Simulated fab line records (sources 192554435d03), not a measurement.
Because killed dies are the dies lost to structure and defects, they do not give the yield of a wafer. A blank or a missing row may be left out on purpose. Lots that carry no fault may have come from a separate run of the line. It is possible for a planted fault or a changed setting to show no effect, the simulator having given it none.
Comparing a struck lot with a sound one / flow n5-finfet / 16 out of 1938 route steps
Sound: the wafers L469.1, L469.2, L469.5. Struck: wafer L476.6 (left out: L476.3, L476.5 of the same lot, which were not struck); the cause appears at the end.
Each step with rows lists, per side, the tool, then ch with its chambers, then its first start. Under that, the readings that differ: sound wafers / struck wafers / difference of the means / sigmas: that difference in standard deviations of wafers without a fault.
alike: readings with means less than 2 such deviations apart, plus words and numbers identical on both sides. not compared: withheld readings, readings lacking a value on some wafer, bounds such as >300 that could conceal the same value, and numbers that have no deviation in the record and whose values overlap.
Wherever a step has rows on one side only, a row that says differs or no value, or a row with sigmas, the two part there. Numbers that have no deviation but don't overlap get no sigmas and don't part them. A reading that every wafer of one side lacks parts them only if that side has two wafers or more.

first, 8 steps without rows for these wafers: N5_SD_EPI_P_COAT_34 (time 60 s, resist thk 350 nm); N5_SD_EPI_P_COAT_35 (time 60 s, resist thk 35 nm); N5_SD_EPI_P_COAT_03 (resist thk 150 nm); N5_SD_EPI_P_EBR_05; N5_SD_EPI_P_SOFTBAKE_04 (time 60 s); N5_SD_EPI_P_EXPOSE_06 (exposes mask SD P BLK, target cd 240 nm); N5_SD_EPI_P_PEB_07 (peb time 60 s); N5_SD_EPI_P_DEVELOP_08 (develop time 30 s).
N5_SD_EPI_P_CD_MEAS_09 targets a cd of 240 nm.
  sound on cd-sem-01 ch 0, day 5 03:59; struck on cd-sem-01 ch 0, day 6 22:34
reading=cd-nm (nm); sound=239.3 239.1 240.1; struck=241.7; difference=+2.2; sigmas=+3
N5_SD_EPI_P_OVL_MEAS_10:
  sound on overlay-02 ch 0, day 5 04:01; struck on overlay-02 ch 0, day 6 22:35
  alike: SD_P_BLK_OVL
N5_SD_EPI_P_INSPECT_11: inspects for defects (macro).
  sound: defect-inspect-02 at day 5 04:02; struck: defect-inspect-02 at day 6 22:37
  alike: raw-defect-count
N5_SD_EPI_P_DESCUM_14: chemistry O2, time 7.9 s.
  sound on rie-diel-06 ch 0,1,3, day 5 04:04; struck on rie-diel-06 ch 1, day 6 22:38
  alike: chamber-pressure-mTorr, drypump-motor-current-A, oes-product-au, rf-vpp-V, showerhead-plenum-p-Torr, temp-c, throttle-valve-pct
  not compared: rf-hours-counter-h
N5_SD_EPI_P_ETCH_36: etches SiARC in CF4, target depth 45.5 nm, time 75.8 s.
  sound on rie-diel-06 ch 0,1,3, day 5 04:06; struck on rie-diel-06 ch 1, day 6 22:41
reading=etch-rf-on-time-s (s); sound=76.0 75.4 72.6; struck=54.4; difference=-20.3; sigmas=-9
reading=oes-product-au (a.u.); sound=0.68 0.73 0.59; struck=0.88; difference=+0.21; sigmas=+4
  alike: chamber-pressure-mTorr, drypump-motor-current-A, rf-vpp-V, showerhead-plenum-p-Torr, throttle-valve-pct
  not compared: rf-hours-counter-h
N5_SD_EPI_P_ETCH_37: etches SOC in N2/H2, overetch 108 nm, time 486 s.
  sound on rie-diel-06 ch 0,1,3, day 5 04:09; struck on rie-diel-06 ch 1, day 6 22:44
reading=chamber-pressure-mTorr (mTorr); sound=19.970 20.017 20.022; struck=19.957; difference=-0.046; sigmas=-2
  alike: drypump-motor-current-A, oes-product-au, rf-vpp-V, showerhead-plenum-p-Torr, temp-c, throttle-valve-pct
  not compared: rf-hours-counter-h
-- a jump in the record: the struck wafers' starts before and after are 8 days apart (it breaks off in module SD_EPI_P and resumes in module BEOL_M4, where the first step shown is number 1111 of the route) --
N5_BEOL_M4_RC_MEAS_101:
  sound on prober-02 ch 0, day 12 22:33; struck on prober-01 ch 0, day 15 09:01
  alike: DIBL_N, DIBL_P, IOFF_N, IOFF_P, ION_N, ION_P, SS_N, SS_P, VT_N, VT_P
-- here the record skips 5 days between the struck wafers' starts before and after, leaving off in module BEOL_M4 and picking up in module PASSIVATION (first step shown: number 1936 of the route) --
N5_PASSIVATION_PROBE_49:
  sound: prober-01 at day 17 22:13; struck: prober-02 at day 20 11:51
reading=defect-limited-yield (%); sound=90.1 91.1 88.7; struck=93.2; difference=+3.2; sigmas=+2
reading=killed-dies; sound=117 105 133; struck=80; difference=-38; sigmas=-2
reading=killed-open; sound=85 63 95; struck=47; difference=-34; sigmas=-2
reading=sort_bin_5_function (%); sound=6.3 5.5 6.4; struck=3.5; difference=-2.6; sigmas=-3
  alike: killed_at_M0_to_M3, killed_at_M4_up, killed-at-contacts, killed-at-front-end, killed-at-other, killed-short, sort_bin_6_memory, sort_bin_8_speed, sort-n-pass, sort-yield-pct

== WHERE THEY PART ==
Earliest at N5_SD_EPI_P_CD_MEAS_09; latest, in this record, at N5_PASSIVATION_PROBE_49.

WHY: the cause the simulator had injected
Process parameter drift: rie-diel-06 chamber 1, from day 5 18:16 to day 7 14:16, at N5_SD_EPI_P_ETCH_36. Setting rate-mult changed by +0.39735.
